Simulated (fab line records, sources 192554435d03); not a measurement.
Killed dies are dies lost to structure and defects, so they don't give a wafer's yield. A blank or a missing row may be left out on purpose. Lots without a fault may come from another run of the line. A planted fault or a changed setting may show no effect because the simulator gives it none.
Chamber matching | flow n5_finfet | N5_BEOL_M13_ETCH_38 on rie_diel-02: 4 sister chambers
The step etches SiCN in CF4/N2, target depth 67.5 nm, time 71.9 s. 20 wafers are shown with their chamber, then 10 later ones without.

WAFERS WITH THEIR CHAMBER
wafer  | chamber | drypump_motor_current_A (A) | throttle_valve_pct (%) | showerhead_plenum_p_Torr (Torr)
L074.2 | 3       | 5.4                         | 15.59                  | 2.18
L074.3 | 1       | 5.7                         | 15.31                  | 2.13
L074.4 | 0       | 5.4                         | 14.95                  | 2.15
L075.1 | 2       | 6.4                         | 15.65                  | 2.19
L075.5 | 3       | 5.4                         | 15.60                  | 2.17
L075.6 | 2       | 6.4                         | 15.63                  | 2.19
L078.1 | 1       | 5.7                         | 15.33                  | 2.13
L078.5 | 3       | 5.4                         | 15.61                  | 2.17
L078.6 | 2       | 6.5                         | 15.62                  | 2.19
L083.1 | 3       | 5.4                         | 15.64                  | 2.17
L083.3 | 1       | 5.7                         | 15.34                  | 2.12
L083.5 | 3       | 5.4                         | 15.64                  | 2.17
L081.1 | 0       | 5.4                         | 14.97                  | 2.15
L081.2 | 3       | 5.4                         | 15.63                  | 2.17
L081.5 | 1       | 5.7                         | 15.34                  | 2.12
L085.1 | 0       | 5.4                         | 14.98                  | 2.15
L085.4 | 3       | 5.4                         | 15.62                  | 2.17
L085.5 | 0       | 5.4                         | 14.97                  | 2.15
L084.3 | 1       | 5.7                         | 15.34                  | 2.12
L084.4 | 3       | 5.4                         | 15.62                  | 2.17

SIGNATURES (means of the wafers above)
reading                  | chamber 0 | chamber 1 | chamber 2 | chamber 3 | scatter within a chamber
drypump_motor_current_A  | 5.400     | 5.700     | 6.433     | 5.400     | 0.0204
throttle_valve_pct       | 14.9675   | 15.3320   | 15.6333   | 15.6188   | 0.0156
showerhead_plenum_p_Torr | 2.1500    | 2.1240    | 2.1900    | 2.1713    | 0.0036
Rule: a wafer's distance from a chamber is the root of the sum, over the readings, of the square of ((its reading less the chamber's mean) divided by the reading's scatter). The wafer belongs to the nearest chamber; if the next one is less than 2 further off, it can't be placed. The scatter: the root of (the sum of the squares of (reading less its chamber's mean) over the shown wafers, divided by (wafers less chambers)).

WAFERS WITHOUT THEIR CHAMBER
wafer  | drypump_motor_current_A (A) | throttle_valve_pct (%) | showerhead_plenum_p_Torr (Torr)
L084.5 | 6.4                         | 15.66                  | 2.18
L095.1 | 5.7                         | 15.38                  | 2.12
L095.4 | 5.4                         | 15.01                  | 2.14
L095.5 | 5.7                         | 15.35                  | 2.12
L097.1 | 6.4                         | 15.72                  | 2.17
L097.2 | 5.7                         | 15.38                  | 2.11
L097.6 | 5.7                         | 15.39                  | 2.11
L096.1 | 6.4                         | 15.69                  | 2.17
L096.2 | 5.7                         | 15.41                  | 2.11
L096.3 | 5.4                         | 15.69                  | 2.16

WHICH CHAMBER EACH WENT THROUGH
wafer  | from the rows above | in truth
L084.5 | 2                   | 2
L095.1 | 1                   | 1
L095.4 | 0                   | 0
L095.5 | 1                   | 1
L097.1 | 2                   | 2
L097.2 | 1                   | 1
L097.6 | 1                   | 1
L096.1 | 2                   | 2
L096.2 | 1                   | 1
L096.3 | 3                   | 3
Placed correctly: 10 of 10. Can't be placed from these rows: 0. Placed wrongly: 0.
